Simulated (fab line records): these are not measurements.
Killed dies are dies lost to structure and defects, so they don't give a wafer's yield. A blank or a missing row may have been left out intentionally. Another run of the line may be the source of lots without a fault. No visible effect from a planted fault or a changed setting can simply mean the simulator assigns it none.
8D (eight disciplines) problem report, filled in by code	flow n5-finfet	the parts of the form that need people (team, actions taken, sign-off) are left out

== 1. PROBLEM STATEMENT ==
Across 2 wafers from 2 lots, M0_RS at N5_BEOL_M0_RS_MEAS_126 averages 0.739 ohm/sq, while fault-free wafers read 0.524 ohm/sq with a standard deviation of 0.016. Measured from the usual mean, that is +13 standard deviations.
The step: measures by four-point-probe.
First seen on wafer L394.4, day 7 23:26, on film-metro-01. The record has a number at this step for 26 wafers belonging to 10 lots. By rule, "out" or "out of limits" means more than 4 standard deviations away from the usual mean. The rest of the wafers with a number are treated as sound.

== 2. WHAT THIS IS AND IS NOT ==
question	is	is not
which readings at this step	M0_RS	-
which lots	L394, L396	L389, L392, L400, L403, L406, L407, L408, L410
which wafers of those lots	L394.4, L396.5	L394.2, L394.3, L396.1, L396.2
read on which gauges	film-metro-01	film-metro-02
when	from day 7 23:26	up to then (7 sound wafers); but 17 sound wafers of L396, L400, L403, L406, L407, L408, L410 came after

== 3. SUSPECTS, AND WHAT RULES EACH OUT ==
Counting: if a tool at a process step up to the reading ran every lot that is out, it stays a suspect. Sound lots after the first of them don't rule it out here, since some wafers of a struck lot are sound.
- the gauge at N5_BEOL_M0_RS_MEAS_126: kept. All the wafers that are out were read on film-metro-01, and no step on other tools shows them out.
- pecvd-04 at N5_BEOL_M0_SAQP_ILD_DEP_01 (deposits SiOC from DEMS/O2, target thk 45.419 nm, time 8.7 s): kept. Every lot that is out went through it, the first being L394 (day 7 08:03); the last sound lot it ran before that was L392 (day 6 21:34).
- cmp-03 at N5_BEOL_M0_CMP_120 (polishes, stops on SiOC, t overpolish 6.9 s): kept. Every lot that is out went through it, the first being L394 (day 7 22:55); the last sound lot it ran before that was L392 (day 7 09:49).
The count leaves pecvd-04 at N5_BEOL_M0_SAQP_ILD_DEP_01, cmp-03 at N5_BEOL_M0_CMP_120, and film-metro-01 at N5_BEOL_M0_RS_MEAS_126.

== 4. THE CAUSE (what the simulator had put in) ==
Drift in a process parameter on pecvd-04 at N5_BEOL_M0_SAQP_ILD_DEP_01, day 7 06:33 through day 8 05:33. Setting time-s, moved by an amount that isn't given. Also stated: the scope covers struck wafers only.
This tool is one of the 3 suspects left after counting.

== 5. THE CHAIN OF EFFECTS, in route order ==
Each row: a reading where the mean over the struck wafers with a number is more than 3 standard deviations away from the usual. Scope: only readings with a usual standard deviation given in the record; hours: median across lots of the time from each lot's start at the first step in this table that gives one to its start at this step; sigmas: change in usual standard deviations.
hours	step	reading	usual	on struck wafers	change	sigmas
0	N5_BEOL_M0_RS_MEAS_126	M0_RS	0.524 ohm/sq	0.739	+0.215	+13
Readings that are blank on the struck wafers while sound wafers have them: susceptor-temp-C at N5_BEOL_M0_SAQP_ILD_DEP_01.
Later steps that measure or inspect, where all struck wafers having a row at the step show a number for every such reading and not one has moved that far: N5_BEOL_M4_RC_MEAS_101.

== 6. HOW IT WOULD HAVE BEEN CAUGHT EARLIER ==
In this record the first reading out of limits at a measuring or inspecting step was taken at day 7 23:26, 17 hours after the fault began at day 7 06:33.
By day 7 23:26 the whole set of lots that are out, 2 in number, had already begun N5_BEOL_M0_SAQP_ILD_DEP_01 on pecvd-04. Had the tool been put on hold then, not one of them would have been saved.
